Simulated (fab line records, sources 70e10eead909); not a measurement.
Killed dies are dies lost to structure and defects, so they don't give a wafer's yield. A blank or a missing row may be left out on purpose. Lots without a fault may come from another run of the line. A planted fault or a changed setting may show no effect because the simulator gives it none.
One fault seen from 3 desks | flow nand_harc | each desk has only its own numbers; what lay behind them comes last

THE METROLOGY DESK
What the gauges read, lot by lot, whatever tool the lot ran on: means of the sampled wafers that have a number. A lot is out of limits, marked OUT, if its mean lies more than 4 standard deviations from the usual mean; the brackets give that distance.
Columns: A = thk_nm at NHARC_P_M1_THK_MEAS_24, usual 157.8 nm
lot  | first seen here | A
L202 | day 6 13:20     | 157.3
L201 | day 6 13:40     | 156.9
L203 | day 6 23:05     | 158.4
L205 | day 7 07:18     | 157.5
L206 | day 7 21:01     | 29.6 (-99 or more) OUT
L207 | day 7 22:07     | 29.9 (-99 or more) OUT
L216 | day 10 02:28    | 158.2
L217 | day 10 03:07    | 157.4
L218 | day 10 12:04    | 158.8
L219 | day 10 13:32    | 156.8
L220 | day 11 04:55    | 157.8
L221 | day 11 09:29    | 158.1
L223 | day 11 10:19    | 157.4
L222 | day 11 11:02    | 159.4
This desk's finding: out of limits on L206, L207; first on L206, day 7 21:01 (thk_nm at NHARC_P_M1_THK_MEAS_24). In limits: L202, L201, L203, L205, L216, L217, L218, L219, L220, L221, L223, L222.

THE TOOL OWNER'S DESK: ecd_cu-02
The tool's own readings at NHARC_P_M1_ECD_22 (material Cu, target thk 400 nm): means of the sampled wafers that have a number, for each lot that ran on this tool. A lot is out of limits, marked OUT, if its mean lies more than 4 standard deviations from the usual mean; the brackets give that distance.
Columns: A = bath_heat_duty_pct at NHARC_P_M1_ECD_22, usual 6.6 %; B = bath_temp_c at NHARC_P_M1_ECD_22, usual 25.00 C
lot  | first seen here | A   | B
L202 | day 6 12:19     | 6.0 | 25.00
L205 | day 7 06:16     | 5.7 | 25.11
L217 | day 10 02:02    | 6.4 | 25.06
L218 | day 10 11:04    | 5.9 | 24.99
L221 | day 11 08:27    | 6.7 | 25.08
This desk's finding: nothing out of limits on any of the 5 lots.

THE DEFECT DESK
What the inspections along the route counted, lot by lot: means of the sampled wafers that have a number. A lot is out of limits, marked OUT, if its mean lies more than 4 standard deviations from the usual mean; the brackets give that distance.
Columns: A = raw_defect_count at NHARC_P_M1_INSPECT_11, usual 4.4
lot  | first seen here | A
L202 | day 6 10:35     | 6.7
L201 | day 6 10:50     | 5.3
L203 | day 6 20:28     | 5.7
L205 | day 7 04:43     | 5.3
L206 | day 7 18:31     | 5.3
L207 | day 7 19:29     | 5.3
L216 | day 9 23:58     | 5.7
L217 | day 10 00:34    | 4.3
L218 | day 10 09:31    | 2.0
L219 | day 10 10:51    | 3.0
L220 | day 11 02:23    | 5.3
L221 | day 11 07:00    | 7.7
L223 | day 11 07:49    | 2.0
L222 | day 11 08:07    | 4.7
This desk's finding: nothing out of limits on any of the 14 lots.

PUT TOGETHER
The metrology desk could have raised an alarm at day 7 21:01, on L206, L207.
The tool owner's desk saw nothing out of limits.
The defect desk saw nothing out of limits.
The tool owner's desk has no number on record for L206, L207.
The defect desk has L206, L207 on record, within its limits.
Of the lots named, all ran NHARC_P_M1_ECD_22 on ecd_cu-02.

WHAT THE SIMULATOR HAD PUT IN
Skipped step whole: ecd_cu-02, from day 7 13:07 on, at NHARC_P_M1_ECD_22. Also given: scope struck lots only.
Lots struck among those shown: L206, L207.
Hours from the fault's start to each desk's first reading out of limits: the metrology desk, 8.
